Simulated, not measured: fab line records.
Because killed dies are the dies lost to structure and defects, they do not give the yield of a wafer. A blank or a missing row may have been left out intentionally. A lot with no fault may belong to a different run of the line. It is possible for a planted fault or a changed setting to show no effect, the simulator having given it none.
Struck lot and sound lot, side by side / flow nand-harc / 16 steps out of a route of 1302
Sound: the wafers L974.4, L974.5, L974.6. Wafers L978.2, L978.3, L978.6 were the ones struck. The cause is given at the end.
Order at every step that has rows: each side's tool, ch and its chambers, its first start. Under that, the readings that differ: sound wafers / struck wafers / difference of the means / sigmas: that difference in standard deviations of wafers without a fault.
alike: readings with means less than 2 such deviations apart, plus words and numbers identical on both sides. not compared: withheld readings, readings lacking a value on some wafer, bounds such as >300 that could conceal the same value, and numbers that have no deviation in the record and whose values overlap.
A row with sigmas, a row that says differs or no value, or rows on one side alone: a step with any of these is where the two part. When numbers do not overlap yet have no deviation, they are printed without sigmas and do not part them. Lack of a reading on every wafer of one side parts them only where that side has two or more wafers.

first, 1 step without rows for these wafers: NHARC_A_DECK1_JOINT_SRD_15.
NHARC_A_DECK1_JOINT_DEP_16: deposits SiO2, target thk 45 nm.
  sound on pecvd-03 ch 0,1,2, day 13 10:28; struck on pecvd-03 ch 0,1, day 15 05:54
  alike: heater-power-outer-w, heater-power-w, throttle-valve-pct
NHARC_A_DECK1_JOINT_THK_MEAS_17: measures by ellipsometry.
  sound on film-metro-02 at day 13 10:40; struck on film-metro-02 at day 15 06:11
  alike: thk-nm
NHARC_A_DECK1_JOINT_INSPECT_05:
  sound on defect-inspect-01 at day 13 10:41; struck on defect-inspect-02 at day 15 06:13
reading=raw-defect-count; sound=608 844 995; struck=221 242 245; difference=-580; sigmas=-4
following that, 1 step holds no rows for these wafers, namely NHARC_A_ONON_D2_DEP_00 (target thickness 1000 nm).
NHARC_A_ONON_D2_THK_MEAS_02: measures by ellipsometry.
  sound on film-metro-02 at day 13 11:16; struck on film-metro-01 at day 15 06:47
  alike: thk-nm
following that, 1 step holds no rows for these wafers, namely NHARC_A_ONON_D2_DEP_03 (target thickness 1000 nm).
NHARC_A_ONON_D2_THK_MEAS_05: measures by ellipsometry.
  sound on film-metro-02 at day 13 11:50; struck on film-metro-01 at day 15 07:22
  alike: thk-nm
following that, 1 step holds no rows for these wafers, namely NHARC_A_ONON_D2_DEP_06 (target thickness 1000 nm).
NHARC_A_ONON_D2_THK_MEAS_08: measures by ellipsometry.
  sound on film-metro-02 at day 13 12:24; struck on film-metro-01 at day 15 07:56
  alike: thk-nm
following that, 1 step holds no rows for these wafers, namely NHARC_A_ONON_D2_DEP_09 (target thickness 1000 nm).
NHARC_A_ONON_D2_THK_MEAS_11: measures by ellipsometry.
  sound on film-metro-02 at day 13 12:58; struck on film-metro-02 at day 15 08:30
  alike: thk-nm
NHARC_A_ONON_D2_DEP_12: target thk 1000 nm.
  sound on pecvd-onon-01 ch 0, day 13 13:11; struck on pecvd-onon-02 ch 0, day 15 08:37
NHARC_A_ONON_D2_THK_MEAS_14: measures by ellipsometry.
  sound on film-metro-02 at day 13 13:32; struck on film-metro-02 at day 15 09:04
reading=thk-nm (nm); sound=1001 1002 1001; struck=1601 1603 1603; difference=+601; sigmas=+90
then, 1 step without rows for these wafers: NHARC_A_ONON_D2_ANNEAL_15 (time 3600 s).
-- break in the record here, with 12 days between the starts of the struck wafers on either side (left off in module A_ONON_D2, picked up again in module END, where the first step shown is number 1302 on the route) --
NHARC_END_SORT_01:
  the record has rows for the struck wafers here (prober-02 ch 0, day 26 21:28) and none for the sound ones

## WHERE THEY PART
First at NHARC_A_DECK1_JOINT_INSPECT_05; last, within this record, at NHARC_END_SORT_01.

WHY: the cause the simulator had injected
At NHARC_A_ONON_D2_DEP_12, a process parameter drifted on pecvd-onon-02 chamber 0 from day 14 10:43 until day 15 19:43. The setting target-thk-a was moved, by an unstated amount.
